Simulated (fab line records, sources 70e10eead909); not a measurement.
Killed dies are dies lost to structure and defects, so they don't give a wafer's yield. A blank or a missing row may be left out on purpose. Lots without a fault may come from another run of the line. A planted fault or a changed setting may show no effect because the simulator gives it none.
A struck lot beside a sound one | flow nand_harc | 40 steps out of a route of 1302
Sound: wafers L429.3, L429.4, L429.5. Struck: wafer L424.5. (L424.1, L424.2 of the same lot were not struck and are left out.) The cause comes at the end.
At each step with rows: each side's tool, then ch and its chambers, then its first start. Under that, the readings that differ: sound wafers | struck wafers | difference of the means | sigmas: that difference in standard deviations of wafers without a fault.
alike: readings whose means differ by less than 2 such deviations, and words and numbers that are the same on both sides. not compared: withheld readings, readings that some wafer has no value for, bounds like >300 that may hide the same value, and numbers for which the record gives no deviation and whose values overlap.
The two part at a step that has a row with sigmas, a row that says differs or no value, or rows on one side only. Numbers that don't overlap but have no deviation are shown without sigmas and don't part them. A reading that every wafer of one side lacks parts them only if that side has two wafers or more.

NHARC_P_BONDPAD_OVL_MEAS_38:
  sound on overlay-02, day 12 20:33; struck on overlay-01, day 10 15:17
  alike: overlay_x_nm, overlay_y_nm
then, 3 steps without rows for these wafers: NHARC_P_BONDPAD_HARDBAKE_10 (time 65 s); NHARC_P_BONDPAD_DESCUM_11 (chemistry O2, time 3 s); NHARC_P_BONDPAD_ETCH_37 (etches the open film in N2/H2, target depth 60 nm, overetch 18 nm, time 65.91 s).
NHARC_P_BONDPAD_ETCH_12: etches the open film in CHF3/O2, target depth 200 nm, time 100 s.
  sound on rie_diel-12 ch 1,2,3; struck on rie_diel-10 ch 0
  reading                         | sound          | struck | difference | sigmas
  showerhead_plenum_p_Torr (Torr) | 2.32 2.36 2.48 | 2.58   | +0.19      | +2
  alike: drypump_motor_current_A, o2_flow_sccm, oes_product_au, rf_vpp_V, throttle_valve_pct
  not compared: rf_hours_counter_h
NHARC_P_BONDPAD_CD_MEAS_13:
  sound on cd_sem-03, day 12 20:59; struck on cd_sem-03, day 10 15:43
  alike: cd_nm
NHARC_P_BONDPAD_STRIP_15: strips in O2.
  sound on rie_diel-12 ch 1,3, day 12 21:04; struck on rie_diel-12 ch 3, day 10 15:49
  alike: drypump_motor_current_A, o2_flow_sccm, oes_product_au, rf_vpp_V, showerhead_plenum_p_Torr, throttle_valve_pct
  not compared: rf_hours_counter_h
then, 3 steps without rows for these wafers: NHARC_P_BONDPAD_ETCH_24 (etches the open film in CF4/N2, target depth 30 nm, time 72.99 s); NHARC_P_BONDPAD_STRIP_16 (strips in post etch residue remover, time 600 s); NHARC_P_BONDPAD_DEGAS_25 (time 60 s).
NHARC_P_BONDPAD_PRE_CLEAN_26: time 30 s.
  sound on pvd_sputter-01; struck on pvd_sputter-03
  reading            | sound       | struck | difference | sigmas
  heater_power_w (W) | 379 336 373 | 412    | +49        | +2
then, 1 step without rows for these wafers: NHARC_P_BONDPAD_PVD_17 (deposits TaN, target thk 5 nm, time 8.06 s).
NHARC_P_BONDPAD_PVD_27: deposits Cu, target thk 30 nm, time 20.49 s.
  sound on pvd_sputter-01, day 12 21:50; struck on pvd_sputter-03, day 10 16:35
  reading                | sound          | struck | difference | sigmas
  throttle_valve_pct (%) | 32.1 29.2 32.1 | 28.5   | -2.6       | -3
then, 4 steps without rows for these wafers: NHARC_P_BONDPAD_ECD_18 (material Cu, target thk 400 nm); NHARC_P_BONDPAD_ANNEAL_28 (time 90 s); NHARC_P_BONDPAD_CMP_19 (polishes, t overpolish 30 s, cu recess touch 16 s, target thk 160.81 nm); NHARC_P_BONDPAD_SRD_21 (time 30 s, dry time 20 s).
NHARC_P_BONDPAD_INSPECT_23:
  sound on defect_inspect-02, day 12 23:13; struck on defect_inspect-01, day 10 17:58
  alike: raw_defect_count
NHARC_P_BONDPAD_ACTIVATE_29: chemistry N2, time 60 s.
  sound on rie_diel-10 ch 0,1,3, day 12 23:17; struck on rie_diel-10 ch 3, day 10 18:03
  alike: drypump_motor_current_A, n2_flow_sccm, oes_product_au, rf_vpp_V, showerhead_plenum_p_Torr
  not compared: rf_hours_counter_h
then, 2 steps without rows for these wafers: NHARC_P_BONDPAD_PRECLEAN_30 (cleans in DIW, time 300 s); NHARC_P_BONDPAD_SRD_31 (time 30 s, dry time 20 s).
NHARC_A_START_INSPECT_01:
  the record has rows for the sound wafers here (defect_inspect-01, day 12 23:41) and none for the struck ones
then, 11 steps without rows for these wafers: NHARC_A_ZERO_WELL_PRECLEAN_00 (cleans in SPM, time 600 s); NHARC_A_ZERO_WELL_SRD_01; NHARC_A_ZERO_WELL_DEHYDRATE_02 (time 120 s); NHARC_A_ZERO_WELL_HMDS_03 (time 30 s); NHARC_A_ZERO_WELL_COAT_18 (time 65 s); NHARC_A_ZERO_WELL_COAT_04 (resist thk 600 nm); NHARC_A_ZERO_WELL_SOFTBAKE_05 (time 70 s); NHARC_A_ZERO_WELL_EBR_06; NHARC_A_ZERO_WELL_EXPOSE_07 (exposes mask A ZERO); NHARC_A_ZERO_WELL_PEB_08 (peb time 80 s); NHARC_A_ZERO_WELL_DEVELOP_09 (time 50 s).
NHARC_A_ZERO_WELL_CD_MEAS_10: target cd 2000 nm.
  the record has rows for the sound wafers here (cd_sem-02 ch 0, day 13 00:31) and none for the struck ones
then, 2 steps without rows for these wafers: NHARC_A_ZERO_WELL_HARDBAKE_11 (time 65 s); NHARC_A_ZERO_WELL_DESCUM_12 (chemistry O2, time 3 s).
NHARC_A_ZERO_WELL_ETCH_19: etches the open film in N2/H2, target depth 80 nm, overetch 24 nm, time 87.88 s.
  the record has rows for the sound wafers here (rie_diel-04 ch 0,2,3, day 13 00:46) and none for the struck ones
then, 2 steps without rows for these wafers: NHARC_A_ZERO_WELL_ETCH_13 (etches the open film in HBr/Cl2, target depth 120 nm, time 40.1 s); NHARC_A_ZERO_WELL_STRIP_14 (strips in SPM, time 900 s).
-- the record jumps here: 18 days lie between the struck wafers' starts before and after (it left off in module A_ZERO_WELL and takes up again in module END, whose first step shown is number 1302 of the route) --
NHARC_END_SORT_01:
  sound on prober-01 ch 0, day 30 16:31; struck on prober-01 ch 0, day 28 09:45
  reading                  | sound          | struck                   | difference                   | sigmas
  hold                     | - - -          | await_dispo/2.3h/release | no value on the sound wafers |
  defect_limited_yield (%) | 88.5 90.3 91.1 | 0                        | -90                          | -36
  killed_at_periphery      | 5 9 8          | 644                      | +637                         | +99 or more
  killed_dies              | 78 66 60       | 677                      | +609                         | +36
  killed_open              | 7 9 6          | 0                        | -7                           | -4
  alike: killed_at_array, killed_at_other, killed_short

WHERE THEY PART
First at NHARC_P_BONDPAD_ETCH_12; last, within this record, at NHARC_END_SORT_01.

WHY: what the simulator had put in
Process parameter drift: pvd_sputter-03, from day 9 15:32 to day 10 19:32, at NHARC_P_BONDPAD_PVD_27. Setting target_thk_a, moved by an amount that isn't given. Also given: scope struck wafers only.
